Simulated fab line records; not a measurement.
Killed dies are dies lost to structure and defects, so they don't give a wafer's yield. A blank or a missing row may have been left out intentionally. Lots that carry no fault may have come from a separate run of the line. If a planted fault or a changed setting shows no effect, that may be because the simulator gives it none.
Split-lot study	flow n5_finfet	route with 1938 steps; 7 lots, 21 wafers read

== ABOUT THE SPLIT ==
At N5_BEOL_M9_COAT_64 (time 60 s, resist thk 12 nm), the setting spin_rpm was moved away from the recipe's 1500 rpm on 7 of the 21 wafers read, by -9.0% to +7.9%. For the rest of the wafers, this setting stayed at what the recipe calls for.

== FROM THE SPLIT TO THE READING: what the file shows between them, 4 steps ==
- N5_BEOL_M9_COAT_75: time 60 s, resist thk 5 nm
- N5_BEOL_M9_COAT_22: resist thk 30 nm
- N5_BEOL_M9_DESCUM_33: chemistry O2, time 7 s
- N5_BEOL_M9_ETCH_76: etches underlayer in N2/H2, target depth 6.5 nm, time 5.2 s

== THE READING ==
etch.depth_nm (the simulator's own value, which no gauge read), in nm, at N5_BEOL_M9_ETCH_65 (etches SiARC in CF4, target depth 15.6 nm, time 26 s). The file gives no usual value for it. The 14 wafers here that ran the recipe average 12.00 nm, standard deviation 0.021 nm.

wafer	tool, chamber at the split	spin_rpm as run, rpm	against the recipe	etch.depth_nm, nm	against lot-mates on the recipe
L076.3	litho_track-04, 0	1500	recipe	12.03	-
L076.4	litho_track-04, 0	1500	recipe	12.02	-
L076.6	litho_track-04, 0	1500	recipe	11.98	-
L081.1	litho_track-03, 0	1500	recipe	12.02	-
L081.2	litho_track-03, 0	1500	recipe	12.02	-
L081.4	litho_track-03, 0	1500	recipe	12	-
L080.1	litho_track-01, 0	1500	recipe	12	-
L080.3	litho_track-01, 0	1500	recipe	12	-
L080.5	litho_track-01, 0	1500	recipe	12	-
L084.2	litho_track-01, 0	1365	-9.0%	12.66	+0.63
L084.3	litho_track-01, 0	1365	-9.0%	12.61	+0.58
L084.4	litho_track-01, 0	1500	recipe	12.03	-
L085.1	litho_track-01, 0	1566	+4.4%	11.74	no lot-mate on the recipe
L085.2	litho_track-01, 0	1566	+4.4%	11.78	no lot-mate on the recipe
L085.4	litho_track-01, 0	1566	+4.4%	11.75	no lot-mate on the recipe
L093.2	litho_track-01, 0	1500	recipe	11.97	-
L093.3	litho_track-01, 0	1500	recipe	11.97	-
L093.5	litho_track-01, 0	1500	recipe	11.97	-
L095.1	litho_track-04, 0	1618	+7.9%	11.54	-0.47
L095.2	litho_track-04, 0	1618	+7.9%	11.57	-0.44
L095.5	litho_track-04, 0	1500	recipe	12.01	-

THE FIT
A straight line over all 21 wafers: etch.depth_nm changes by -0.0635 nm for each +1% of spin_rpm; r = -0.99; the points scatter about the line by 0.033 nm.
The same after taking each lot's own level away (the mean of its wafers on the recipe; 18 wafers): -0.0631 nm for each +1%; r = -1.00; scatter 0.023 nm.
That fit puts the effect of the largest move of spin_rpm on the reading at 0.57 nm.
The span of the lots' own levels, 11.970 to 12.030 nm, comes to 2.9 times the standard deviation stated above.
Consequently the slope shifts little with the lot-to-lot level, the two slopes agreeing.
Check: for one of the wafers moved furthest among these (-9.0%), held out of the fit, the line's prediction against its lot-mates is +0.55 nm. Against them it came out at +0.63 nm.

== FURTHER SPLITS ON THESE WAFERS ==
Note: prior to the reading, these wafers also went through further splits. Each is held against what the fit with the lots' levels taken away leaves over:
other split on the same wafers	wafers away from the commonest value	r with etch.depth_nm (lot level and that fit taken away)
N5_BEOL_M9_ETCH_62 time_s	12	+0.12

== THE WHOLE CHAIN: every reading that the file lists as answering this split, in the file's order ==
step	what it does	reading	change (the file's fit)	r (the file's)
N5_BEOL_M9_COAT_64	time 60 s, resist thk 12 nm	SiARC_of_BEOL_M9_COAT_64.thk_nm (the simulator's own value, which no gauge read)	-0.0598 nm for each +1% of the setting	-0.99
N5_BEOL_M9_ETCH_65	etches SiARC in CF4, target depth 15.6 nm, time 26 s	etch.depth_nm (the simulator's own value, which no gauge read)	-0.0631 nm for each +1% of the setting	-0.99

== THE FILE'S OWN FIT ==
etch.depth_nm changes by -0.0631 nm for each +1% of spin_rpm, r = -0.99.
